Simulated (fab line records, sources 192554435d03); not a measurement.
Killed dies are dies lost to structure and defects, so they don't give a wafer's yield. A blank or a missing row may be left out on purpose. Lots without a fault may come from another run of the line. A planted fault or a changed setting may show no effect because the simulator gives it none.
A struck lot beside a sound one | flow n5_finfet | 16 steps out of a route of 1938
Sound: wafers L456.3, L456.4, L456.6. Struck: wafers L439.1, L439.3, L439.5. The cause comes at the end.
At each step with rows: each side's tool, then ch and its chambers, then its first start. Under that, the readings that differ: sound wafers | struck wafers | difference of the means | sigmas: that difference in standard deviations of wafers without a fault.
alike: readings whose means differ by less than 2 such deviations, and words and numbers that are the same on both sides. not compared: withheld readings, readings that some wafer has no value for, bounds like >300 that may hide the same value, and numbers for which the record gives no deviation and whose values overlap.
The two part at a step that has a row with sigmas, a row that says differs or no value, or rows on one side only. Numbers that don't overlap but have no deviation are shown without sigmas and don't part them. A reading that every wafer of one side lacks parts them only if that side has two wafers or more.

N5_SDB_THK_MEAS_31:
  sound on film_metro-01, day 9 06:16; struck on film_metro-01, day 4 20:55
  alike: SDB_THK
N5_SDB_INSPECT_36: inspects for defects (darkfield).
  sound on defect_inspect-01, day 9 06:17; struck on defect_inspect-02, day 4 20:56
  alike: raw_defect_count
N5_DUMMY_REMOVAL_HM_STRIP_01: strips SiNx in CH3F/O2, stops on poly-Si, target depth 4 nm, time 6.8 s.
  sound on rie_diel-04 ch 0,3, day 9 06:20; struck on rie_diel-03 ch 1,3, day 4 20:59
  alike: drypump_motor_current_A, oes_product_au, rf_vpp_V, showerhead_plenum_p_Torr, throttle_valve_pct
  not compared: rf_hours_counter_h
N5_DUMMY_REMOVAL_STRIP_10: strips in N2/H2, time 40 s.
  sound on rie_diel-04 ch 0,3, day 9 06:22; struck on rie_diel-03 ch 1,3, day 4 21:01
  alike: drypump_motor_current_A, oes_product_au, rf_vpp_V, showerhead_plenum_p_Torr, throttle_valve_pct
  not compared: rf_hours_counter_h
then, 2 steps without rows for these wafers: N5_DUMMY_REMOVAL_PRECLEAN_07 (cleans in dHF, time 30 s); N5_DUMMY_REMOVAL_DUMMY_REMOVE_02 (chemistry TMAH, target poly-Si, stops on SiO2, target depth 142 nm, time 57 s, rinse time 30 s).
N5_DUMMY_REMOVAL_INSPECT_06: inspects for defects (brightfield).
  sound on defect_inspect-02, day 9 06:31; struck on defect_inspect-01, day 4 21:10
  alike: raw_defect_count
then, 4 steps without rows for these wafers: N5_DUMMY_REMOVAL_PRECLEAN_08 (cleans in NF3:NH3, afs cycles 2, time 20 s, sublimation time 60 s); N5_DUMMY_REMOVAL_PRECLEAN_04 (cleans in DHF, time 37 s); N5_DUMMY_REMOVAL_SRD_05 (time 30 s); N5_HKMG_FIN_IL_REGROW_00 (material SiO2, chemistry O3, target thk 0.75 nm, time 30 s).
N5_HKMG_FIN_HK_ALD_01: deposits HfO2, target thk 1.6 nm, pulse time 3 s, purge time 3 s.
  sound on ald_hk-01 ch 0,1,3, day 9 06:53; struck on ald_hk-03 ch 0,1,3, day 4 21:32
  alike: precursor_pulse_height_rel
N5_HKMG_FIN_HK_ANNEAL_02: time 30 s.
  sound on rtp_anneal-02 ch 0, day 9 07:08; struck on rtp_anneal-01 ch 0, day 4 21:44
  reading             | sound             | struck            | difference | sigmas
  lamp_power_pct (%)  | 8.87 8.71 8.74    | 8.31 8.27 8.36    | -0.46      | -8
  lamp_zone_1_pct (%) | 8.806 8.781 8.808 | 8.386 8.380 8.375 | -0.418     | -45
  lamp_zone_2_pct (%) | 8.802 8.793 8.795 | 8.366 8.375 8.376 | -0.424     | -54
  lamp_zone_3_pct (%) | 8.808 8.800 8.803 | 8.363 8.382 8.371 | -0.432     | -45
  lamp_zone_4_pct (%) | 8.812 8.813 8.788 | 8.376 8.373 8.369 | -0.432     | -49
  lamp_zone_5_pct (%) | 8.799 8.809 8.819 | 8.375 8.369 8.367 | -0.439     | -44
  lamp_zone_6_pct (%) | 8.720 8.713 8.710 | 8.290 8.305 8.290 | -0.419     | -46
  lamp_zone_7_pct (%) | 9.180 9.184 9.193 | 8.758 8.737 8.747 | -0.438     | -45
  alike: wafer_temp_C_max
N5_HKMG_FIN_ALD_74: deposits La2O3, target thk 0.5 nm, pulse time 6 s, co reactant pulse time 1 s.
  sound on ald_hk-02 ch 1,3, day 9 07:17; struck on ald_hk-01 ch 0,2, day 4 21:57
  alike: heater_power_w, precursor_pulse_height_rel
-- the record jumps here: 4 days lie between the struck wafers' starts before and after (it left off in module HKMG_FIN and takes up again in module BEOL_M4, whose first step shown is number 1111 of the route) --
N5_BEOL_M4_RC_MEAS_101:
  sound on prober-02 ch 0, day 13 19:40; struck on prober-01 ch 0, day 8 18:02
  alike: DIBL_N, DIBL_P, IOFF_N, IOFF_P, ION_N, ION_P, SS_N, SS_P, VT_N, VT_P
then, 1 step without rows for these wafers: N5_PASSIVATION_PROBE_49.

WHERE THEY PART
Only at N5_HKMG_FIN_HK_ANNEAL_02, within this record. Later steps at which nothing parts them and some readings are alike: N5_HKMG_FIN_ALD_74, N5_BEOL_M4_RC_MEAS_101.

WHY: what the simulator had put in
Process parameter drift: rtp_anneal-01, from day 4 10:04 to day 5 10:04, at N5_HKMG_FIN_HK_ANNEAL_02. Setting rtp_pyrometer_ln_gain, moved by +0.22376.
